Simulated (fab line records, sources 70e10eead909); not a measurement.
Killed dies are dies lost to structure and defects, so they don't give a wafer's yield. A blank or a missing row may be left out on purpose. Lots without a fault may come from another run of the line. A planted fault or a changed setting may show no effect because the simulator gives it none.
Which tool did it? | flow nand_harc | 13 lots, 39 wafers sampled, at 6 steps of a route of 1302

WHAT THE GAUGES READ, wafer by wafer
NHARC_A_ONON_D2_THK_MEAS_14: measures by ellipsometry. Usual: thk_nm 1002 nm, standard deviation 7.6.
lot  | measured     | on            | thk_nm (nm)    | flag
L544 | day 12 12:54 | film_metro-02 | 995 996 994    |
L545 | day 13 00:42 | film_metro-01 | 1002 1003 1002 |
L546 | day 13 09:23 | film_metro-02 | 997 998 1000   |
L547 | day 13 17:19 | film_metro-02 | 1018 1019 1021 |
L548 | day 14 07:49 | film_metro-01 | 992 992 992    |
L550 | day 15 03:20 | film_metro-01 | 999 1000 1000  |
L557 | day 17 14:16 | film_metro-02 | 1001 1002 1002 |
L560 | day 19 08:14 | film_metro-01 | 1009 1009 1009 |
L562 | day 20 02:11 | film_metro-01 | 1004 1003 1003 |
L563 | day 20 11:51 | film_metro-01 | 1005 1005 1005 |
L564 | day 21 10:44 | film_metro-02 | 1008 1009 1009 |
L566 | day 22 02:32 | film_metro-01 | 1005 1007 1007 |
L567 | day 22 17:17 | film_metro-01 | 1003 1005 1005 |

NHARC_A_ONON_D2_THK_MEAS_30: measures by ellipsometry. Usual: thk_nm 1002 nm, standard deviation 10.
lot  | measured     | on            | thk_nm (nm)    | flag
L544 | day 12 22:55 | film_metro-02 | 1004 1006 1005 |
L545 | day 13 11:37 | film_metro-01 | 992 992 994    |
L546 | day 13 21:11 | film_metro-01 | 987 985 986    |
L547 | day 14 05:46 | film_metro-02 | 984 984 983    |
L548 | day 14 21:49 | film_metro-01 | 1011 1013 1011 |
L550 | day 15 12:51 | film_metro-01 | 1021 1024 1023 |
L557 | day 18 03:44 | film_metro-01 | 642 643 641    | OFF
L560 | day 19 17:55 | film_metro-01 | 623 624 622    | OFF
L562 | day 20 11:50 | film_metro-02 | 998 995 995    |
L563 | day 20 21:50 | film_metro-02 | 1006 1007 1007 |
L564 | day 22 04:37 | film_metro-02 | 986 987 986    |
L566 | day 22 12:34 | film_metro-02 | 992 992 991    |
L567 | day 23 03:38 | film_metro-01 | 1011 1012 1011 |

NHARC_END_SORT_01. Usual: killed_at_array 52, standard deviation 17; killed_at_other 0.9, standard deviation 1.2; killed_at_periphery 3.9, standard deviation 2.7; killed_dies 57, standard deviation 16; killed_open 3.3, standard deviation 1.9; killed_short 2.5, standard deviation 1.5.
lot  | measured     | on        | killed_at_array | killed_at_other | killed_at_periphery | killed_dies | killed_open | killed_short | flag
L557 | day 29 07:08 | prober-01 | 668 666 675     | 5 6 1           | 4 5 1               | 677 677 677 | 3 2 2       | 4 3 2        | OFF
L560 | day 31 00:43 | prober-01 | 671 670 674     | 2 1 0           | 4 6 3               | 677 677 677 | 3 6 3       | 5 2 0        | OFF

WHICH TOOL RAN EACH LOT (tool, then ch and the chambers of the sampled wafers, then the start)
lot  | NHARC_A_DECK1_JOINT_CMP_13    | NHARC_A_DECK1_JOINT_ETCHBACK_00  | NHARC_A_ONON_D2_DEP_28
L544 | cmp-02 ch 1,2, day 11 08:32   | rie_si-05 ch 1,2, day 11 08:55   | pecvd_onon-04 ch 0, day 12 22:29
L545 | cmp-02 ch 2,3, day 11 22:06   | rie_si-05 ch 1,2, day 11 22:29   | pecvd_onon-04 ch 0, day 13 11:09
L546 | cmp-03 ch 0,1,3, day 12 05:37 | rie_si-02 ch 0,1,3, day 12 06:00 | pecvd_onon-01 ch 0, day 13 20:41
L547 | cmp-03 ch 0,1,3, day 12 10:47 | rie_si-02 ch 0,3, day 12 11:09   | pecvd_onon-02 ch 0, day 14 05:18
L548 | cmp-04 ch 1,3, day 13 02:41   | rie_si-03 ch 1,2,3, day 13 03:06 | pecvd_onon-02 ch 0, day 14 21:21
L550 | cmp-03 ch 0,1,3, day 13 21:26 | rie_si-02 ch 0,2,3, day 13 21:49 | pecvd_onon-01 ch 0, day 15 12:28
L557 | cmp-03 ch 0,1, day 16 07:42   | rie_si-03 ch 2,3, day 16 08:05   | pecvd_onon-01 ch 0, day 18 03:20
L560 | cmp-03 ch 1,3, day 18 01:28   | rie_si-02 ch 0,2,3, day 18 01:50 | pecvd_onon-01 ch 0, day 19 17:25
L562 | cmp-03 ch 2,3, day 18 23:03   | rie_si-02 ch 0,2, day 18 23:26   | pecvd_onon-04 ch 0, day 20 11:20
L563 | cmp-02 ch 0,1,2, day 19 06:19 | rie_si-05 ch 0,2,3, day 19 06:40 | pecvd_onon-04 ch 0, day 20 21:23
L564 | cmp-02 ch 0,2,3, day 20 02:30 | rie_si-03 ch 0,3, day 20 02:52   | pecvd_onon-01 ch 0, day 22 04:07
L566 | cmp-04 ch 0,2,3, day 20 16:17 | rie_si-05 ch 0,2,3, day 20 16:41 | pecvd_onon-01 ch 0, day 22 12:04
L567 | cmp-03 ch 0,1,3, day 21 05:05 | rie_si-02 ch 1,2,3, day 21 05:25 | pecvd_onon-04 ch 0, day 23 03:11
- NHARC_A_DECK1_JOINT_CMP_13: polishes, target thk 51.023 nm.
- NHARC_A_DECK1_JOINT_ETCHBACK_00: etches the open film in HBr, target depth 30 nm, time 17.4 s.
- NHARC_A_ONON_D2_DEP_28: target thk 1000 nm.

WHAT THE TOOLS THEMSELVES READ (means of the sampled wafers that have a number; where no wafer has one, the mark that the record gives instead)
NHARC_A_DECK1_JOINT_CMP_13. Usual: motor_current_A 11.9 A, standard deviation 1.2; time_to_endpoint_s 9.5 s, standard deviation 2.3.
lot  | tool   | motor_current_A (A) | time_to_endpoint_s (s) | flag
L544 | cmp-02 | 11.4                | 10.1                   |
L545 | cmp-02 | 12.8                | 10.5                   |
L546 | cmp-03 | 11.5                | 9.1                    |
L547 | cmp-03 | 11.4                | 8.6                    |
L548 | cmp-04 | 11.9                | 7.5                    |
L550 | cmp-03 | 11.5                | 10.2                   |
L557 | cmp-03 | 11.2                | 9.0                    |
L560 | cmp-03 | 11.8                | 12.5                   |
L562 | cmp-03 | 12.4                | 14.7                   |
L563 | cmp-02 | 12.1                | 8.9                    |
L564 | cmp-02 | 12.1                | 9.6                    |
L566 | cmp-04 | 10.4                | 10.8                   |
L567 | cmp-03 | 11.6                | 8.0                    |

NHARC_A_DECK1_JOINT_ETCHBACK_00. Usual: drypump_motor_current_A 5.7 A, standard deviation 0.56; hbr_flow_sccm 150.0 sccm, standard deviation 0.44; he_backside_leak_sccm 2.61 sccm, standard deviation 0.25; oes_product_au 0.999 a.u., standard deviation 0.0082; throttle_valve_pct 23.267 %, standard deviation 0.0085.
lot  | tool      | drypump_motor_current_A (A) | hbr_flow_sccm (sccm) | he_backside_leak_sccm (sccm) | oes_product_au (a.u.) | throttle_valve_pct (%) | flag
L544 | rie_si-05 | 6.1                         | 150.1                | 2.67                         | 0.990                 | 23.261                 |
L545 | rie_si-05 | 5.7                         | 149.9                | 2.78                         | 0.994                 | 23.268                 |
L546 | rie_si-02 | 5.8                         | 149.9                | 2.68                         | 0.996                 | 23.272                 |
L547 | rie_si-02 | 5.1                         | 150.1                | 2.68                         | 1.001                 | 23.271                 |
L548 | rie_si-03 | 5.7                         | 150.0                | 2.43                         | 1.002                 | 23.258                 |
L550 | rie_si-02 | 5.4                         | 150.0                | 2.51                         | 1.005                 | 23.265                 |
L557 | rie_si-03 | 5.7                         | 150.0                | 2.40                         | 0.998                 | 23.264                 |
L560 | rie_si-02 | 5.4                         | 149.3                | 2.67                         | 1.003                 | 23.272                 |
L562 | rie_si-02 | 5.0                         | 150.1                | 2.45                         | 1.004                 | 23.259                 |
L563 | rie_si-05 | 5.4                         | 150.1                | 2.63                         | 0.996                 | 23.265                 |
L564 | rie_si-03 | 5.7                         | 149.9                | 2.34                         | 0.997                 | 23.271                 |
L566 | rie_si-05 | 5.4                         | 149.9                | 2.79                         | 0.993                 | 23.274                 |
L567 | rie_si-02 | 6.0                         | 149.7                | 2.72                         | 1.000                 | 23.266                 |

THE ANSWER, worked out from the rows above alone
Rule: a lot is off if the mean of its wafers that have a number lies more than 3 standard deviations from the usual mean. A lot without any number at a reading at which 4 lots or more have one is off too. The other lots that the step has rows for count as sound. The gauges are gone through in route order, then the tools' own readings, and for those a lot's mean is taken as printed above. The first step at which some lot is off is used, and at that step the reading that is off furthest; a lot without a number counts as furthest.
Off: L557, L560, at NHARC_A_ONON_D2_THK_MEAS_30 (thk_nm).
A tool fits if, at a process step before that reading, it ran every lot that is off, and no sound lot after the first of them. The gauges at NHARC_A_ONON_D2_THK_MEAS_30 aren't tried: what is off there is off at NHARC_END_SORT_01 too, on other tools, and a gauge's error can't cause that. None of those tried fits.

WHAT THE SIMULATOR HAD PUT IN
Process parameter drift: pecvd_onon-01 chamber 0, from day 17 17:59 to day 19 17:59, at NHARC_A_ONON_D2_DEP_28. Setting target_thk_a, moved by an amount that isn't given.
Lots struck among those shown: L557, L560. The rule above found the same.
